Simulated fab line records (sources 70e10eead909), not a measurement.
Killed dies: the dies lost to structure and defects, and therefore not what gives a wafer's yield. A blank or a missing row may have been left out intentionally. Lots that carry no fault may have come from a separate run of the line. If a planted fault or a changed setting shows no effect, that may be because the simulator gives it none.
Which tool was responsible? + flow nand-harc + Sampling: 12 lots, 36 wafers, 5 of 1302 route steps

== WHAT THE GAUGES SHOWED, per wafer ==
NHARC_END_SORT_01. Usual: killed-at-array 46, standard deviation 16; killed-at-other 0.9, standard deviation 1.3; killed-at-periphery 4.1, standard deviation 3; killed-dies 51, standard deviation 17; killed-open 3.5, standard deviation 1.8; killed-short 2.5, standard deviation 1.8.
| lot  | measured     | on        | killed-at-array | killed-at-other | killed-at-periphery | killed-dies | killed-open | killed-short | flag |
|------|--------------|-----------|-----------------|-----------------|---------------------|-------------|-------------|--------------|------|
| L528 | day 27 12:36 | prober-01 | 677 674 676     | 0 0 1           | 0 3 0               | 677 677 677 | 6 3 5       | 2 1 5        | OFF  |
| L527 | day 27 03:20 | prober-02 | 671 674 677     | 1 1 0           | 5 2 0               | 677 677 677 | 4 1 2       | 1 3 1        | OFF  |
| L529 | day 27 19:12 | prober-02 | 676 676 675     | 0 0 0           | 1 1 2               | 677 677 677 | 1 5 1       | 2 4 3        | OFF  |

== WHAT TOOL EACH LOT RAN ON (gives the tool, then ch and the chambers of the sampled wafers, and finally the start) ==
| lot  | NHARC_A_CHANNEL_FILL_D1_ETCHBACK_20 | NHARC_A_CHANNEL_FILL_D1_ALD_25   | NHARC_A_CHANNEL_FILL_D1_ETCHBACK_08           | NHARC_A_DECK1_JOINT_ETCHBACK_07  |
|------|-------------------------------------|----------------------------------|-----------------------------------------------|----------------------------------|
| L522 | rie-diel-01 ch 0,2,3, day 10 01:04  | ald-hk-03 ch 0,3, day 10 14:48   | rie-diel-04 ch 0,3, day 11 02:17 or earlier   | rie-si-05 ch 1,2, day 11 02:17   |
| L528 | rie-diel-05 ch 0,1,2, day 12 11:37  | ald-hk-02 ch 1,2,3, day 13 01:50 | rie-diel-04 ch 0,1,2, day 13 13:50 or earlier | rie-si-04 ch 0,1,2, day 13 13:50 |
| L527 | rie-diel-04 ch 0,1, day 12 11:37    | ald-hk-01 ch 0,1,3, day 13 02:28 | rie-diel-01 ch 1,3, day 13 13:52 or earlier   | rie-si-05 ch 0,1,3, day 13 13:52 |
| L529 | rie-diel-01 ch 1,3, day 12 18:07    | ald-hk-03 ch 0,1,2, day 13 08:30 | rie-diel-04 ch 0,1,3, day 13 22:39            | rie-si-04 ch 1,2,3, day 14 05:02 |
| L536 | rie-diel-04 ch 0,1,3, day 16 05:32  | ald-hk-02 ch 0,1,3, day 16 18:27 | rie-diel-05 ch 0,1, day 17 05:34 or earlier   | rie-si-06 ch 0,1, day 17 05:34   |
| L537 | rie-diel-05 ch 0,3, day 16 08:49    | ald-hk-01 ch 0,3, day 16 18:28   | rie-diel-04 ch 0,3, day 17 05:34 or earlier   | rie-si-04 ch 1,2, day 17 05:34   |
| L538 | rie-diel-05 ch 0,3, day 16 18:40    | ald-hk-01 ch 0,1, day 17 06:40   | rie-diel-05 ch 1,2,3, day 17 19:19 or earlier | rie-si-06 ch 0,1,3, day 17 19:19 |
| L541 | rie-diel-04 ch 0,1,2, day 17 19:52  | ald-hk-03 ch 0,1,2, day 18 09:39 | rie-diel-04 ch 0,3, day 18 21:23 or earlier   | rie-si-05 ch 0,1, day 18 21:23   |
| L542 | rie-diel-01 ch 1,2,3, day 18 11:19  | ald-hk-01 ch 1,2,3, day 19 04:22 | rie-diel-04 ch 0,1, day 19 15:35 or earlier   | rie-si-04 ch 1,3, day 19 15:35   |
| L543 | rie-diel-04 ch 0,1,3, day 18 20:47  | ald-hk-03 ch 1,2,3, day 19 11:43 | rie-diel-05 ch 0,1,3, day 19 22:59 or earlier | rie-si-05 ch 0,2,3, day 19 22:59 |
| L544 | rie-diel-01 ch 0,1,2, day 19 00:37  | ald-hk-01 ch 1,3, day 19 11:30   | rie-diel-01 ch 0,2,3, day 19 22:59 or earlier | rie-si-06 ch 0,1,2, day 19 22:59 |
| L545 | rie-diel-01 ch 0,1,3, day 19 09:14  | ald-hk-03 ch 1,2,3, day 19 21:10 | rie-diel-04 ch 0,2, day 20 08:51 or earlier   | rie-si-06 ch 0,1, day 20 08:51   |
- NHARC_A_CHANNEL_FILL_D1_ETCHBACK_20: etches the open film in C4F8/O2/Ar, target depth 27 nm, time 13.5 s.
- NHARC_A_CHANNEL_FILL_D1_ALD_25: deposits SiOx, target thk 60 nm, pulse time 10 s, ald cycles 600.
- NHARC_A_CHANNEL_FILL_D1_ETCHBACK_08: etches the open film in C4F8, target depth 220 nm, time 110 s.
- NHARC_A_DECK1_JOINT_ETCHBACK_07: etches the open film in HBr, target depth 105 nm, time 26.9 s.

== WHAT THE TOOLS THEMSELVES READ (means of the sampled wafers that have a number; where no wafer has one, the mark that the record gives instead) ==
NHARC_A_CHANNEL_FILL_D1_ETCHBACK_20. Usual: bias-w 1500 W, standard deviation 4.7; chamber-pressure-mTorr 24.999 mTorr, standard deviation 0.021; oes-product-au 0.96 a.u., standard deviation 0.035; rf-vpp-V 977 V, standard deviation 6.5.
| lot  | tool        | bias-w (W) | chamber-pressure-mTorr (mTorr) | oes-product-au (a.u.) | rf-vpp-V (V) | flag |
|------|-------------|------------|--------------------------------|-----------------------|--------------|------|
| L522 | rie-diel-01 | 1499       | 24.993                         | 1.00                  | 979          |      |
| L528 | rie-diel-05 | 1502       | 24.989                         | 1.01                  | 974          |      |
| L527 | rie-diel-04 | 1504       | 24.989                         | 0.99                  | 974          |      |
| L529 | rie-diel-01 | 1505       | 24.999                         | 1.00                  | 975          |      |
| L536 | rie-diel-04 | 1501       | 25.025                         | 1.00                  | 980          |      |
| L537 | rie-diel-05 | 1496       | 25.010                         | 0.99                  | 983          |      |
| L538 | rie-diel-05 | 1499       | 25.006                         | 0.92                  | 981          |      |
| L541 | rie-diel-04 | 1503       | 25.013                         | 0.96                  | 973          |      |
| L542 | rie-diel-01 | 1500       | 25.000                         | 0.98                  | 977          |      |
| L543 | rie-diel-04 | 1500       | 24.999                         | 0.99                  | 980          |      |
| L544 | rie-diel-01 | 1506       | 25.022                         | 0.98                  | 981          |      |
| L545 | rie-diel-01 | 1496       | 24.996                         | 0.92                  | 977          |      |

NHARC_A_CHANNEL_FILL_D1_ALD_25. Usual: heater-power-w 464 W, standard deviation 31; precursor-pulse-height-rel 0.999, standard deviation 0.021.
| lot  | tool      | heater-power-w (W) | precursor-pulse-height-rel | flag |
|------|-----------|--------------------|----------------------------|------|
| L522 | ald-hk-03 | 469                | 1.004                      |      |
| L528 | ald-hk-02 | 463                | 0.995                      |      |
| L527 | ald-hk-01 | 437                | 0.993                      |      |
| L529 | ald-hk-03 | 489                | 1.006                      |      |
| L536 | ald-hk-02 | 464                | 0.980                      |      |
| L537 | ald-hk-01 | 411                | 1.022                      |      |
| L538 | ald-hk-01 | 412                | 1.003                      |      |
| L541 | ald-hk-03 | 489                | 1.001                      |      |
| L542 | ald-hk-01 | 443                | 1.007                      |      |
| L543 | ald-hk-03 | 479                | 1.017                      |      |
| L544 | ald-hk-01 | 439                | 1.017                      |      |
| L545 | ald-hk-03 | 467                | 0.995                      |      |

NHARC_A_CHANNEL_FILL_D1_ETCHBACK_08. Usual: chamber-pressure-mTorr 25.003 mTorr, standard deviation 0.022; oes-product-au 0.96 a.u., standard deviation 0.037; rf-vpp-V 440 V, standard deviation 3.1.
| lot  | tool        | chamber-pressure-mTorr (mTorr) | oes-product-au (a.u.) | rf-vpp-V (V) | flag |
|------|-------------|--------------------------------|-----------------------|--------------|------|
| L522 | rie-diel-04 | 25.003                         | 0.94                  | 444          |      |
| L528 | rie-diel-04 | 25.006                         | 1.00                  | 440          |      |
| L527 | rie-diel-01 | 25.001                         | 1.00                  | 440          |      |
| L529 | rie-diel-04 | 25.003                         | 0.92                  | 442          |      |
| L536 | rie-diel-05 | 25.018                         | 0.92                  | 438          |      |
| L537 | rie-diel-04 | 24.994                         | 0.99                  | 443          |      |
| L538 | rie-diel-05 | 25.013                         | 0.91                  | 439          |      |
| L541 | rie-diel-04 | 25.002                         | 0.92                  | 443          |      |
| L542 | rie-diel-04 | 25.012                         | 0.99                  | 439          |      |
| L543 | rie-diel-05 | 25.003                         | 0.99                  | 440          |      |
| L544 | rie-diel-01 | 24.990                         | 0.92                  | 441          |      |
| L545 | rie-diel-04 | 25.006                         | 0.99                  | 438          |      |

NHARC_A_DECK1_JOINT_ETCHBACK_07. Usual: bias-w 60.03 W, standard deviation 0.19; chamber-pressure-mTorr 15.000 mTorr, standard deviation 0.014; drypump-motor-current-A 5.7 A, standard deviation 0.42; he-backside-leak-sccm 2.70 sccm, standard deviation 0.23; oes-product-au 0.998 a.u., standard deviation 0.01; throttle-valve-pct 23.265 %, standard deviation 0.0099.
| lot  | tool      | bias-w (W) | chamber-pressure-mTorr (mTorr) | drypump-motor-current-A (A) | he-backside-leak-sccm (sccm) | oes-product-au (a.u.) | throttle-valve-pct (%) | flag |
|------|-----------|------------|--------------------------------|-----------------------------|------------------------------|-----------------------|------------------------|------|
| L522 | rie-si-05 | 60.00      | 14.998                         | 6.1                         | 2.89                         | 1.004                 | 23.261                 |      |
| L528 | rie-si-04 | -          | -                              | -                           | -                            | -                     | -                      | OFF  |
| L527 | rie-si-05 | -          | -                              | -                           | -                            | -                     | -                      | OFF  |
| L529 | rie-si-04 | -          | -                              | -                           | -                            | -                     | -                      | OFF  |
| L536 | rie-si-06 | 59.93      | 14.997                         | 5.5                         | 2.62                         | 0.992                 | 23.267                 |      |
| L537 | rie-si-04 | 60.06      | 15.003                         | 5.3                         | 2.59                         | 1.001                 | 23.269                 |      |
| L538 | rie-si-06 | 60.14      | 14.994                         | 5.6                         | 2.86                         | 1.002                 | 23.257                 |      |
| L541 | rie-si-05 | 60.12      | 15.001                         | 6.3                         | 2.74                         | 0.999                 | 23.269                 |      |
| L542 | rie-si-04 | 60.07      | 14.993                         | 5.2                         | 2.43                         | 1.003                 | 23.268                 |      |
| L543 | rie-si-05 | 59.98      | 15.008                         | 6.4                         | 2.78                         | 0.986                 | 23.262                 |      |
| L544 | rie-si-06 | 60.12      | 14.992                         | 5.6                         | 2.54                         | 0.993                 | 23.265                 |      |
| L545 | rie-si-06 | 60.14      | 15.019                         | 5.4                         | 2.77                         | 0.998                 | 23.267                 |      |

== THE ANSWER, worked out from the rows above alone ==
Rule: a lot is off if the mean of its wafers that have a number lies more than 3 standard deviations from the usual mean. Also off: a lot with no number at a reading for which 4 or more lots have one. The other lots that the step has rows for count as sound. The gauges are gone through in route order, then the tools' own readings, and for those a lot's mean is taken as printed above. The first step at which some lot is off is used, and at that step the reading that is off furthest; a lot without a number counts as furthest.
Off, at NHARC_END_SORT_01 on killed-at-array: L528, L527, L529. Neither off nor sound, because the step has no rows for them: L522, L536, L537, L538, L541, L542, L543, L544, L545.
If a tool, at a process step before that reading, ran all the lots that are off and no sound lot after the first of them, it fits. Not tried: the gauges at NHARC_END_SORT_01; whatever is off there is also off at NHARC_A_DECK1_JOINT_ETCHBACK_07, on other tools, and gauge error can't account for it. NHARC_A_CHANNEL_FILL_D1_ETCHBACK_08 gives no start for some lots, so the hours and the order of its lots are those of NHARC_A_DECK1_JOINT_ETCHBACK_07. No candidate that was tried fits.

== WHAT WAS PUT IN BY THE SIMULATOR ==
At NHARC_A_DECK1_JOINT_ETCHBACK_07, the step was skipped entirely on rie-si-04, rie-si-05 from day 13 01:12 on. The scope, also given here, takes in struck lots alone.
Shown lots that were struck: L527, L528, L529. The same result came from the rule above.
